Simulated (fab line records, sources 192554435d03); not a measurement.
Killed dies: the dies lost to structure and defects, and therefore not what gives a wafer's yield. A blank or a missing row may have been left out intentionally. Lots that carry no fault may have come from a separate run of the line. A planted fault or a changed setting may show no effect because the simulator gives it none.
Which tool is to blame? | flow n5-finfet | Sampling: 9 lots, 27 wafers, 5 of 1938 route steps

WHAT EACH GAUGE READ, for each wafer
N5_BEOL_M4_RC_MEAS_101.
lot  | measured     | on        | DIBL_N (mV/V)
L769 | day 8 00:23  | prober-02 | 38.1 40.4 37.6
L770 | day 7 19:20  | prober-01 | 38.4 36.5 39.9
L781 | day 11 03:20 | prober-02 | 41.0 37.7 39.6
L782 | day 11 05:46 | prober-02 | 34.8 37.4 38.5
L785 | day 12 09:42 | prober-01 | 38.6 42.1 40.1
L788 | day 12 19:32 | prober-02 | 36.3 37.6 38.5
L789 | day 13 05:11 | prober-02 | 38.6 39.7 40.7
L791 | day 13 12:23 | prober-02 | 38.9 36.0 34.5
L792 | day 13 19:59 | prober-02 | 41.6 37.2 38.0

WHICH TOOL RAN EACH LOT (tool, then ch and the chambers of the sampled wafers, then the start)
lot  | N5_GATE_CUT_STRIP_42               | N5_GATE_CUT_CUT_ETCH_54           | N5_GATE_CUT_CUT_ETCH_55           | N5_GATE_CUT_VAPOR_ETCH_51
L769 | rie-diel-01 ch 1,3, day 4 12:10    | rie-metal-01 ch 0, day 4 12:28    | rie-metal-01 ch 0, day 4 12:34    | rie-metal-01 ch 0, day 4 12:49
L770 | rie-diel-05 ch 0,1,2, day 4 15:49  | rie-metal-03 ch 0,1, day 4 16:01  | rie-metal-03 ch 0,1, day 4 16:04  | rie-metal-03 ch 0,1, day 4 16:11
L781 | rie-diel-01 ch 1,2,3, day 7 14:37  | rie-metal-01 ch 0,1, day 7 14:49  | rie-metal-01 ch 0,1, day 7 14:53  | rie-metal-01 ch 0,1, day 7 15:00
L782 | rie-diel-05 ch 0,1,3, day 7 20:06  | rie-metal-01 ch 0,1, day 7 20:18  | rie-metal-01 ch 0,1, day 7 20:22  | rie-metal-01 ch 0,1, day 7 20:29
L785 | rie-diel-05 ch 0,2,3, day 8 13:31  | rie-metal-03 ch 0,1, day 8 13:43  | rie-metal-03 ch 0,1, day 8 13:47  | rie-metal-03 ch 0,1, day 8 13:54
L788 | rie-diel-02 ch 0,2,3, day 9 05:58  | rie-metal-03 ch 0,1, day 9 06:12  | rie-metal-03 ch 0,1, day 9 06:15  | rie-metal-03 ch 0,1, day 9 06:22
L789 | rie-diel-01 ch 1,2,3, day 9 11:55  | rie-metal-02 ch 0,1, day 9 12:07  | rie-metal-02 ch 0,1, day 9 12:11  | rie-metal-02 ch 0,1, day 9 12:18
L791 | rie-diel-05 ch 0,1,3, day 10 00:47 | rie-metal-02 ch 0,1, day 10 00:59 | rie-metal-02 ch 0,1, day 10 01:03 | rie-metal-02 ch 0,1, day 10 01:10
L792 | rie-diel-02 ch 0,3, day 10 06:06   | rie-metal-03 ch 0,1, day 10 06:19 | rie-metal-03 ch 0,1, day 10 06:22 | rie-metal-03 ch 0,1, day 10 06:29
- N5_GATE_CUT_STRIP_42: strips in O2.
- N5_GATE_CUT_CUT_ETCH_54: etches TiN in Cl2/BCl3, target depth 96.7 nm.
- N5_GATE_CUT_CUT_ETCH_55: etches HfO2 in BCl3, target depth 3.2 nm.
- N5_GATE_CUT_VAPOR_ETCH_51: etches HfO2 in BCl3/Cl2.

THE ANSWER, worked out from the rows above alone
Rule: what is usual is taken from the lots themselves. Put in order of their means at a reading, lots are off if they are a third of the lots or fewer, leave a main group of 4 or more, and stand apart from it by a gap of 3 or more times the standard deviation of the main group's means; of several such gaps the widest counts. Not used: any main group whose means are identical at the precision the tables above print for the reading. A lot without any number at a reading at which 4 lots or more have one is off too. All remaining lots with rows at the step are treated as sound.
No lot is off on any of the readings shown, so nothing can be concluded from this.

WHAT THE SIMULATOR HAD INSERTED
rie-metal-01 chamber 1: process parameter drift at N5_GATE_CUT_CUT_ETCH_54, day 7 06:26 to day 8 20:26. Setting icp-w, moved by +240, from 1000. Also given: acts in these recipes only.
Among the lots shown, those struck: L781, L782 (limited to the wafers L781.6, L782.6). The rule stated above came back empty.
